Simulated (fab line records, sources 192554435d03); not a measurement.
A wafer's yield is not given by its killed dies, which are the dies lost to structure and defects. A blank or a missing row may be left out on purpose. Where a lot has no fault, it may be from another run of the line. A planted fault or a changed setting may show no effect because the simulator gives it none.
Lot-split experiment -- flow n5_finfet -- 21 wafers read across 7 lots, on a route 1938 steps long

## SPLIT DETAILS
At N5_BEOL_M11_VIA_ETCH_34 (etches SiCOH lowk in C4F6/O2, target depth 184.5 nm, time 69.2 s), the setting time_s was moved away from the recipe's 69.2 s on 7 of the 21 wafers read, by -14.3% to +21.5%. This setting was run at the recipe's value on the other wafers.

The reading comes from the split's own step.

## THE READING
etch.depth_nm (the simulator's own value, which no gauge read), in nm, at N5_BEOL_M11_VIA_ETCH_34 (etches SiCOH lowk in C4F6/O2, target depth 184.5 nm, time 69.2 s). There is no usual value for it anywhere in the file. Across the 14 wafers here that went through the recipe, the average is 184.7 nm and the standard deviation 3.7 nm.

wafer,"tool, chamber at the split","time_s as run, s",against the recipe,"etch.depth_nm, nm",against lot-mates on the recipe
L075.2,"rie_diel-03, 1",69.2,recipe,177.7,-
L075.3,"rie_diel-03, 2",69.2,recipe,182.7,-
L075.4,"rie_diel-03, 0",69.2,recipe,181.6,-
L081.3,"rie_diel-03, 2",69.2,recipe,183.7,-
L081.5,"rie_diel-03, 3",73.29,+5.9%,193.8,+10.1
L081.6,"rie_diel-03, 2",73.29,+5.9%,194.2,+10.5
L083.3,"rie_diel-05, 1",69.2,recipe,189.5,-
L083.5,"rie_diel-05, 1",69.2,recipe,189.2,-
L083.6,"rie_diel-05, 2",69.2,recipe,186.7,-
L085.4,"rie_diel-06, 2",60.29,-12.9%,158.4,-31.8
L085.5,"rie_diel-06, 3",69.2,recipe,190.2,-
L085.6,"rie_diel-06, 0",60.29,-12.9%,161.9,-28.3
L089.1,"rie_diel-05, 0",69.2,recipe,180.4,-
L089.3,"rie_diel-05, 1",73.32,+6.0%,196.6,+12.2
L089.6,"rie_diel-05, 1",69.2,recipe,188.3,-
L094.1,"rie_diel-06, 2",69.2,recipe,182.9,-
L094.3,"rie_diel-06, 1",84.06,+21.5%,227.7,+43.4
L094.6,"rie_diel-06, 1",69.2,recipe,185.6,-
L096.1,"rie_diel-03, 1",69.2,recipe,186.1,-
L096.4,"rie_diel-03, 3",69.2,recipe,181.3,-
L096.5,"rie_diel-03, 3",59.29,-14.3%,154.4,-29.3

THE FIT
A straight line over all 21 wafers: etch.depth_nm changes by +1.97 nm for each +1% of time_s; r = +0.98; the points scatter about the line by 3.3 nm.
The same after taking each lot's own level away (the mean of its wafers on the recipe; 21 wafers): +2.1 nm for each +1%; r = +0.99; scatter 2.2 nm.
On that fit, the largest move of time_s shifts the reading by 45 nm.
Measured against the standard deviation above, the lots' own levels, which go from 180.67 to 190.20 nm, span 2.6 times it.
So the lot-to-lot level changes the slope little: the two slopes agree.
Check: +45.7 nm against its lot-mates is what the line predicts for one of the wafers moved furthest among these (+21.5%) when that wafer is left out of the fit. Against them it came out at +43.4 nm.

## THE OTHER SPLITS THESE WAFERS WENT THROUGH
Note: prior to the reading, these wafers also went through further splits. Each is held against what the fit with the lots' levels taken away leaves over:
other split on the same wafers,wafers away from the commonest value,r with etch.depth_nm (lot level and that fit taken away)
N5_BEOL_M10_VIA_ETCH_34 bias_w,7,+0.15
N5_BEOL_M10_TRENCH_ETCH_37 bias_w,8,+0.01

## THE WHOLE CHAIN: every reading that the file lists as answering this split, in the file's order
step,what it does,reading,change (the file's fit),r (the file's)
N5_BEOL_M11_VIA_ETCH_34,"etches SiCOH lowk in C4F6/O2, target depth 184.5 nm, time 69.2 s","SOC_of_BEOL_M11_COAT_63.thk_nm (the simulator's own value, which no gauge read)",-0.0943 nm for each +1% of the setting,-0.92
N5_BEOL_M11_VIA_ETCH_34,"etches SiCOH lowk in C4F6/O2, target depth 184.5 nm, time 69.2 s","etch.depth_nm (the simulator's own value, which no gauge read)",+2.07 nm for each +1% of the setting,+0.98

## FILE'S OWN FIT
etch.depth_nm changes by +2.07 nm for each +1% of time_s, r = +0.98.
